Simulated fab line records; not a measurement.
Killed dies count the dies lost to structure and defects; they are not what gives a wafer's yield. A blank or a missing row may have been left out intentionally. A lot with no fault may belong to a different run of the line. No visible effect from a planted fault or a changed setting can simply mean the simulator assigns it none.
Tool commonality check + flow nandHarc + 6 wafers sampled across 2 lots

== WHY THIS WAS OPENED ==
Flagged at NHARC_END_SORT_01: reading killedAtArray, on 2 of 2 lots. No-fault wafers: 29, standard deviation 11.
Rule: a lot is flagged when every wafer of it that has a number lies more than 4 standard deviations from that mean, or none has a number. All remaining lots are regarded as sound.

| lot  | measured     | on        | killedAtArray, wafer by wafer | flag    |
|------|--------------|-----------|-------------------------------|---------|
| L592 | day 23 10:24 | prober-01 | 101 102 105                   | FLAGGED |
| L598 | day 24 04:46 | prober-02 | 94 92 98                      | FLAGGED |
The numbers of the flagged lots are 99 on average: +70 against the usual, or +6 standard deviations.

== TOOL THAT RAN EACH LOT ==
3 process steps preceding the reading are held in the record, out of 1159 steps in the route. Each cell gives the tool, then ch followed by the chambers the sampled wafers passed through, then the start.
| lot  | flag    | NHARC_A_CONTACT_ETCH_130           | NHARC_A_M1_STRIP_18               | NHARC_A_BONDPAD_DESCUM_11         |
|------|---------|------------------------------------|-----------------------------------|-----------------------------------|
| L592 | FLAGGED | harCapEtch-01 ch 0,1, day 20 20:49 | rieDiel-09 ch 1,2,3, day 21 20:41 | rieDiel-05 ch 0,2,3, day 22 01:02 |
| L598 | FLAGGED | harCapEtch-01 ch 0,1, day 21 14:55 | rieDiel-10 ch 1,2,3, day 22 12:52 | rieDiel-03 ch 0,1,3, day 22 17:53 |
What these steps do:
- NHARC_A_CONTACT_ETCH_130: etches the open film in C4F8/O2/Ar, time 155 s, target depth 956 nm.
- NHARC_A_M1_STRIP_18: strips in N2/H2.
- NHARC_A_BONDPAD_DESCUM_11: chemistry O2, time 3 s.
- NHARC_END_SORT_01

== FLAGGED OVER TOTAL, TOOL BY TOOL (the gauges that took the reading come last) ==
| step                      | tool          | lots run | flagged | share of the flagged lots | sound lots run after its first flagged lot |
|---------------------------|---------------|----------|---------|---------------------------|--------------------------------------------|
| NHARC_A_CONTACT_ETCH_130  | harCapEtch-01 | 2        | 2       | all                       | 0                                          |
| NHARC_A_M1_STRIP_18       | rieDiel-09    | 1        | 1       | some                      | 0                                          |
| NHARC_A_M1_STRIP_18       | rieDiel-10    | 1        | 1       | some                      | 0                                          |
| NHARC_A_BONDPAD_DESCUM_11 | rieDiel-03    | 1        | 1       | some                      | 0                                          |
| NHARC_A_BONDPAD_DESCUM_11 | rieDiel-05    | 1        | 1       | some                      | 0                                          |
| NHARC_END_SORT_01         | prober-01     | 1        | 1       | some                      | 0                                          |
| NHARC_END_SORT_01         | prober-02     | 1        | 1       | some                      | 0                                          |

== THE TABLE: WHAT IT ALLOWS ==
In the table, 1 row covers all flagged lots: harCapEtch-01 at NHARC_A_CONTACT_ETCH_130.
- harCapEtch-01 at NHARC_A_CONTACT_ETCH_130: 2 of its 2 lots flagged. Because this sample shows no sound lot run on it before its first flagged lot, the start cannot be pinned down more closely.
Left over: one tool, harCapEtch-01 at NHARC_A_CONTACT_ETCH_130.

== WHAT THE SIMULATOR PUT IN ==
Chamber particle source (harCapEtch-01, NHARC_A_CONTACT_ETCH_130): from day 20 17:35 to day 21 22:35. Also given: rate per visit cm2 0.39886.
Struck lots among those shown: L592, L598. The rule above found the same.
